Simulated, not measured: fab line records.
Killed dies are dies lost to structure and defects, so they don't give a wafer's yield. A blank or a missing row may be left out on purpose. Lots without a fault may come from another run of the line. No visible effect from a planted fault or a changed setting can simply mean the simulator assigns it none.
fab line records -- flow n5Finfet
record lots=4, wafers=12, lastDay=18
route steps=1938 shown BEOL_M15@1788 PASSIVATION@1936
lots untouched by any fault: they come from a run of this same line in which no faults occurred
startH: start of the lot's first displayed wafer, in hours after the record's first day -- waitH: time in hours since the lot's previous step -- " repeats the value in the row above -- L1.1+2: a row that stands for several wafers -- - no value present, or no start provided -- * or withheld: withheld -- < > ~ a bound
route shown NAME@n: names a module that has steps shown in the file, with the first one's number in the route -- usual: mean/standard deviation taken from wafers without a fault -- same: alike in all rows -- chamber/n: place in a boat -- sites: readings site by site -- _std_site: how widely they spread, as a standard deviation -- _edge_site: outer sites' mean less inner sites' -- radiusMm: how far each site lies from the wafer's centre -- mask NAME#n: copy n -- behind: tool/chamber where the wafer was last shaped -- hold: cause of the lot's hold/its duration in hours/its outcome -- device: the n, p or np transistor that did not switch -- end of line: tests of these same wafers at the route's end -- a step with no rows: only its recipe -- killed: dies that structure and defects cost at the first sort, which is not the same as the wafer's yield -- map: shows each die of a wafer: x if killed, . if not, _ if none is there
set.NAME: the setting that was run; set.NAME@STEP: the one run at that earlier step -- model.NAME: the simulator's own value behind a step, which no gauge read
lots at some steps of the route; a table a step, a row a wafer
services: when a tool's chamber went out of use (startH, in hours from the record's first day, below 0 if earlier), for how many hours, and the reason
## steps
# step N5_BEOL_M15_VIA_ETCH_16
# recipe chemistry=C4F8/O2/Ar, target=SiO2, heInnerTorr=15, heOuterTorr=30, targetDepthA=17922, timeS=withheld, ionEnergyEv=800, pressureMtorr=20, sourceW=1905, biasW=2040, Ar_flow_sccm=400, C4F8_flow_sccm=16, O2_flow_sccm=12, ends=cleared
# step N5_BEOL_M15_STRIP_63
# recipe chemistry=O2, powerW=600, tempC=60, pressureMtorr=30, rfFrequencyHz=6e+07, biasPowerW=0, overashFraction=0.3, o2FlowSccm=225
# step N5_BEOL_M15_STRIP_64
# recipe chemistry=O2, powerW=600, tempC=60, pressureMtorr=30, rfFrequencyHz=6e+07, biasPowerW=0, overashFraction=0.3, o2FlowSccm=225
# step N5_BEOL_M15_STRIP_65
# recipe chemistry=postEtchResidueRemover, timeS=60, tempC=25, removerPh=withheld, removerWaterWtPct=withheld, removerFluorideWtPct=withheld
# step N5_BEOL_M15_SRD_66
# recipe timeS=30, tempC=23, rinseLiquid=diw, dry=n2Spin, spinRpm=1500, dryTimeS=30
# step N5_BEOL_M15_COAT_56
# recipe resist=SOC, tempC=250, timeS=60, spinRpm=1500, resistThkNm=550
# step N5_BEOL_M15_ETCH_57
# recipe chemistry=N2/H2, target=SOC, sourceW=3000, biasW=350, timeS=750, ionEnergyEv=200, pressureMtorr=30, n2FlowSccm=200, h2FlowSccm=200
# step N5_BEOL_M15_COAT_60
# recipe resist=BARC, tempC=205, timeS=60, spinRpm=1500, resistThkNm=89
# step N5_BEOL_M15_COAT_22
# recipe spinRpm=1704, resistThkNm=800
# step N5_BEOL_M15_EBR_24
# recipe solvent=PGMEA, ebrWidthMm=1.5
# step N5_BEOL_M15_SOFTBAKE_23
# recipe tempC=130, timeS=60
# step N5_BEOL_M15_EXPOSE_25
# recipe maskId=M15, na=0.8, sourceShape=annular, sigmaInner=0.5, sigmaOuter=0.8, polarization=unpolarized, targetCdNm=400, doseMj=35.5
# usual exposureDoseMJCm2=35.65/0.22
lot.wafer,tool,chamber,startH,waitH,mask,exposureDoseMJCm2
L605.1,krfScanner-02,0,300.05,-,M15#0,35.50
L605.4,krfScanner-02,0,300.05,-,M15#0,35.50
L605.6,krfScanner-02,0,300.05,-,M15#0,35.46
L615.3,krfScanner-02,0,366.23,-,M15#0,40.74
L615.4,krfScanner-02,0,366.23,-,M15#0,40.79
L615.6,krfScanner-02,0,366.23,-,M15#0,40.71
L614.1,krfScanner-02,0,371.30,-,M15#0,39.69
L614.3,krfScanner-02,0,371.30,-,M15#0,39.68
L614.5,krfScanner-02,0,371.30,-,M15#0,39.75
L619.1,krfScanner-01,0,421.91,-,M15#0,35.97
L619.3,krfScanner-01,0,421.91,-,M15#0,35.96
L619.5,krfScanner-01,0,421.91,-,M15#0,35.95
# step N5_BEOL_M15_PEB_26
# recipe pebTempC=130, pebTimeS=90
# step N5_BEOL_M15_DEVELOP_27
# recipe developTimeS=45, rinseLiquid=diw, dry=airSpin, devTempC=21
# step N5_BEOL_M15_HARDBAKE_32
# recipe tempC=130, timeS=120
# step N5_BEOL_M15_CD_MEAS_28
# recipe targetCdNm=407.6, landingEnergyEv=500, detector=seInlens
# usual cdNm=408.2/1.7
lot.wafer,tool,chamber,startH,waitH,cdNm
L605.1,cdSem-03,0,300.23,-,407.4
L605.4,cdSem-03,0,300.23,-,405.6
L605.6,cdSem-03,0,300.23,-,407.3
L615.3,cdSem-03,0,366.40,-,429.2
L615.4,cdSem-03,0,366.40,-,430.3
L615.6,cdSem-03,0,366.40,-,429.7
L614.1,cdSem-02,0,371.47,-,428.0
L614.3,cdSem-02,0,371.47,-,427.9
L614.5,cdSem-02,0,371.47,-,426.4
L619.1,cdSem-01,0,422.08,-,410.4
L619.3,cdSem-01,0,422.08,-,408.5
L619.5,cdSem-01,0,422.08,-,407.2
# step N5_BEOL_M15_DESCUM_33
# recipe chemistry=O2, timeS=7.9, sourcePowerW=50, biasPowerW=20, pressureMtorr=20, rfFrequencyHz=2.712e+07, tempC=40, o2FlowSccm=225
# usual drypumpMotorCurrentA=5.7/0.39, o2FlowSccm=225.0/0.76, oesProductAu=0.80/0.088, rfVppV=243.3/1.4, showerheadPlenumPTorr=2.10/0.072, throttleValvePct=20.43/0.24
lot.wafer,tool,chamber,startH,waitH,drypumpMotorCurrentA,o2FlowSccm,oesProductAu,rfHoursCounterH,rfVppV,showerheadPlenumPTorr,throttleValvePct,model.BEOL_M15.cdNm
L605.1,rieDiel-01,0,300.49,0.2,5.3,224.6,0.76,119,242.6,2.12,20.84,407.6
L605.4,rieDiel-01,2,300.49,0.2,5.6,226.5,0.70,218,244.1,2.05,20.08,405.6
L605.6,rieDiel-01,3,300.49,0.2,5.9,225.2,0.78,-,244.5,2.20,20.51,407
L615.3,rieDiel-06,1,366.48,0.0,5.5,224.4,0.88,36,243.1,2.06,20.12,429
L615.4,rieDiel-06,0,366.48,0.0,5.9,225.4,0.85,-,242.1,2.05,20.46,430.4
L615.6,rieDiel-06,1,366.48,0.0,5.5,224.8,0.89,-,243.8,2.06,20.14,429.8
L614.1,rieDiel-01,3,371.67,0.0,5.9,225.8,0.77,151,244.6,2.19,20.55,428
L614.3,rieDiel-01,2,371.67,0.0,5.6,225.1,0.69,227,242.7,2.05,20.10,427.8
L614.5,rieDiel-01,1,371.67,0.0,6.4,224.5,0.81,-,243.1,2.03,20.33,426.6
L619.1,rieDiel-01,3,422.17,0.0,5.9,225.7,0.76,165,246.3,2.19,20.54,410.4
L619.3,rieDiel-01,0,422.17,0.0,5.4,225.2,0.74,150,242.6,2.11,20.89,408.2
L619.5,rieDiel-01,3,422.17,0.0,5.9,225.2,0.76,-,244.5,2.19,20.55,407
# step N5_BEOL_M15_ETCH_61
# recipe chemistry=N2/H2, target=BARC, targetDepthA=890, overetchA=267, timeS=67.9, ionEnergyEv=200, pressureMtorr=30, sourceW=840, biasW=150, n2FlowSccm=200, h2FlowSccm=200
# step N5_BEOL_M15_TRENCH_ETCH_34
# recipe chemistry=C4F8/O2/Ar, target=SiO2, targetDepthA=8729.3, heInnerTorr=15, heOuterTorr=30, timeS=199, ionEnergyEv=800, pressureMtorr=20, sourceW=1905, biasW=2040, Ar_flow_sccm=400, C4F8_flow_sccm=16, O2_flow_sccm=12
# step N5_BEOL_M15_STRIP_36
# recipe chemistry=O2, powerW=600, tempC=60, pressureMtorr=30, rfFrequencyHz=6e+07, biasPowerW=0, overashFraction=0.3, o2FlowSccm=225
# step N5_BEOL_M15_STRIP_62
# recipe chemistry=O2, powerW=600, tempC=60, pressureMtorr=30, rfFrequencyHz=6e+07, biasPowerW=0, overashFraction=0.3, o2FlowSccm=225
# step N5_BEOL_M15_STRIP_37
# recipe chemistry=O2, powerW=600, tempC=60, pressureMtorr=30, rfFrequencyHz=6e+07, biasPowerW=0, overashFraction=0.3, o2FlowSccm=225
# step N5_BEOL_M15_ETCH_38
# recipe chemistry=CF4/N2, target=SiCN, targetDepthA=1064, taperDeg=2, timeS=120.5, ionEnergyEv=150, maskMaterial=SiO2, pressureMtorr=40, sourceW=430, biasW=70, Ar_flow_sccm=100, cf4FlowSccm=60, n2FlowSccm=60
# usual drypumpMotorCurrentA=5.7/0.37, mfcArSccm=100.0/0.31, oesProductAu=0.81/0.081, rfVppV=382.6/1.8, showerheadPlenumPTorr=2.21/0.063, throttleValvePct=15.37/0.22
lot.wafer,tool,chamber,startH,waitH,drypumpMotorCurrentA,mfcArSccm,oesProductAu,rfHoursCounterH,rfVppV,showerheadPlenumPTorr,throttleValvePct,model.BEOL_M15.cdNm
L605.1,rieDiel-01,1,-,-,6.4,99.4,0.82,70,381.0,2.15,15.32,399.8
L605.4,rieDiel-01,0,-,-,5.4,100.4,0.77,119,383.0,2.21,15.73,398.2
L605.6,rieDiel-01,1,-,-,6.4,99.7,0.83,-,381.4,2.15,15.29,399.4
L615.3,rieDiel-01,3,-,-,5.9,100.5,0.78,150,384.8,2.29,15.41,422.2
L615.4,rieDiel-01,2,-,-,5.6,99.4,0.69,-,381.8,2.19,15.39,424
L615.6,rieDiel-01,3,-,-,5.9,100.1,0.78,-,383.7,2.29,15.40,422.8
L614.1,rieDiel-01,2,-,-,5.6,100.0,0.70,228,381.8,2.19,15.38,419
L614.3,rieDiel-01,1,-,-,6.5,100.6,0.81,81,382.2,2.15,15.31,420
L614.5,rieDiel-01,3,-,-,5.9,99.8,0.79,-,385.4,2.29,15.40,417.8
L619.1,rieDiel-02,3,-,-,6.4,99.8,0.87,31,380.6,2.15,15.18,402
L619.3,rieDiel-02,2,-,-,5.8,100.0,0.97,7,384.1,2.25,15.21,400.8
L619.5,rieDiel-02,2,-,-,5.8,100.6,0.97,-,383.1,2.25,15.21,398
# step N5_BEOL_M15_PRECLEAN_39
# recipe chemistry=residueRemover, timeS=60, tempC=40
# step N5_PASSIVATION_PROBE_49
# usual defectLimitedYield=91.4/1.5, killed_at_M0_to_M3=35/11, killed_at_M4_up=16/7, killedAtContacts=11/5.3, killedAtFrontEnd=37/11, killedAtOther=3.1/2.8, killedDies=102/18, killedOpen=69/15, killedShort=31/7.8, sort_bin_5_function=5.1/1.1, sort_bin_6_memory=3.2/0.69, sortNPass=1078/18, sortYieldPct=91.4/1.5
# same grossDies=1180, killedAtBackSide=0, sort_bin_4_leakage[%]=0, sort_bin_8_speed[%]=0
lot.wafer,tool,chamber,startH,waitH,defectLimitedYield[%],killed_at_M0_to_M3,killed_at_M4_up,killedAtContacts,killedAtFrontEnd,killedAtOther,killedDies,killedOpen,killedShort,sort_bin_5_function[%],sort_bin_6_memory[%],sortNPass,sortYieldPct[%]
L605.1,prober-01,-,318.85,0.0,92.9,21,13,13,36,1,84,56,25,4.4,2.1,1096,92.9
L605.4,prober-01,-,319.00,0.2,91.1,18,14,17,56,0,105,68,37,5.0,3.5,1075,91.1
L605.6,prober-01,-,319.10,0.3,93.5,17,12,12,36,0,77,51,22,3.6,2.7,1103,93.5
L619.1,prober-01,-,438.99,0.0,93.4,41,2,7,19,9,78,41,35,3.5,2.6,1102,93.4
L619.3,prober-01,-,439.09,0.1,93.6,30,10,7,28,1,76,51,25,3.6,2.5,1104,93.6
L619.5,prober-01,-,439.19,0.2,92.7,41,4,6,34,1,86,55,29,4.7,2.3,1094,92.7
# killed by level:class
L605.1 STI_FIN_REVEAL:geometricParticle:open=18 MOL_CONTACT_COAG:geometricParticle:open=10 BEOL_M0_SAQP:geometricParticle:short=6 BEOL_M4:geometricParticle:open=6 BEOL_M0_SAQP:geometricParticle:open=5 BEOL_M2:geometricParticle:open=5 FIN_SAQP:geometricParticle:short=3 STI_FIN_REVEAL:geometricParticle:short=3
L605.4 STI_FIN_REVEAL:geometricParticle:open=26 MOL_CONTACT_COAG:geometricParticle:open=11 FIN_SAQP:geometricParticle:short=8 BEOL_M0_SAQP:geometricParticle:open=7 MOL_CONTACT_COAG:geometricParticle:short=6 BEOL_M4:geometricParticle:open=6 STI_FIN_REVEAL:geometricParticle:short=5 FIN_SAQP:geometricParticle:open=4
L605.6 STI_FIN_REVEAL:geometricParticle:open=14 MOL_CONTACT_COAG:geometricParticle:open=11 BEOL_M0_SAQP:geometricParticle:short=5 BEOL_M4:geometricParticle:open=5 STARTING-WAFER:geometricParticle:short=5 STI_FIN_REVEAL:geometricParticle:short=4 BEOL_M1:geometricParticle:open=4 BEOL_M0_SAQP:geometricParticle:open=3
L619.1 BEOL_M0_SAQP:geometricParticle:short=9 BEOL_M2:geometricParticle:open=9 BEOL_M0_SAQP:geometricParticle:open=7 MOL_CONTACT_COAG:geometricParticle:open=6 BEOL_M1:geometricParticle:short=4 MIM_TOP_ETCH:geometricParticle:open=4 BEOL_M3:geometricParticle:open=4 FIN_SAQP:geometricParticle:short=3
L619.3 FIN_SAQP:geometricParticle:short=10 BEOL_M2:geometricParticle:open=8 BEOL_M3:geometricParticle:open=7 BEOL_M0_SAQP:geometricParticle:short=6 MOL_CONTACT_COAG:geometricParticle:open=5 BEOL_M1:geometricParticle:open=5 ILD0:geometricParticle:open=4 STI_FIN_REVEAL:geometricParticle:open=3
L619.5 BEOL_M0_SAQP:geometricParticle:short=11 BEOL_M0_SAQP:geometricParticle:open=9 FIN_SAQP:geometricParticle:open=8 BEOL_M3:geometricParticle:open=8 BEOL_M2:geometricParticle:open=8 FIN_SAQP:geometricParticle:short=7 DUMMY_GATE:geometricParticle:open=5 STI_FIN_REVEAL:geometricParticle:open=4
## services
tool,chamber,startH,hours,kind
krfScanner-01,-,277.12,1.3,pm
krfScanner-02,-,279.21,1.0,pm
krfScanner-01,-,286.15,-,calibration
krfScanner-01,-,299.65,1.0,pm
rieDiel-01,1,306.06,3.2,repair
rieDiel-01,2,317.52,13.2,repair
krfScanner-01,0,319.86,-,calibration
rieDiel-06,1,324.83,6.5,repair
rieDiel-06,0,329.54,6.8,repair
rieDiel-01,-,331.02,28.1,pm
rieDiel-02,3,337.71,39.6,repair
rieDiel-06,1,347.24,8.0,repair
rieDiel-06,2,355.21,-,clean
rieDiel-06,2,355.21,-,consumableReplace:focusRing
krfScanner-02,-,361.94,0.8,pm
rieDiel-01,1,364.05,3.9,repair
rieDiel-02,2,370.56,11.4,repair
rieDiel-02,0,374.23,10.2,repair
rieDiel-01,3,376.43,7.4,repair
krfScanner-02,0,389.85,-,calibration
rieDiel-06,2,390.90,3.9,repair
krfScanner-02,-,395.09,1.3,pm
rieDiel-01,-,407.84,3.0,repair
rieDiel-06,3,415.24,19.4,repair
## key
firstSign step=N5_BEOL_M15_EXPOSE_25, reading=exposureDoseMJCm2, direction=up, sigmas=21, usual=35.65, struck=40.23
effect step=N5_BEOL_M15_CD_MEAS_28, reading=cdNm, direction=up, sigmas=12, usual=408.2, struck=428.6, through=controlLoop
modelEffect step=N5_BEOL_M15_DESCUM_33, value=BEOL_M15.cdNm, without=409.2, struck=428.6
modelEffect step=N5_BEOL_M15_ETCH_38, value=BEOL_M15.cdNm, without=401.6, struck=421
metAt N5_BEOL_M15_EXPOSE_25
struckWafers L614.1,L614.3,L614.5,L615.3,L615.4,L615.6
loopTrim step=N5_BEOL_M15_EXPOSE_25, setting=dose, lots=L614
onsetBetween 300.05 366.23
fault kind=processParameterDrift, tool=krfScanner-02, chamber=-, onsetH=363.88, steps=N5_BEOL_M15_EXPOSE_25, channel=doseMj, offset=5.225, shape=step, actsIn=theseRecipesOnly, stated=35.5
# loopTrim: a control loop set the setting to another value than it would have without faults
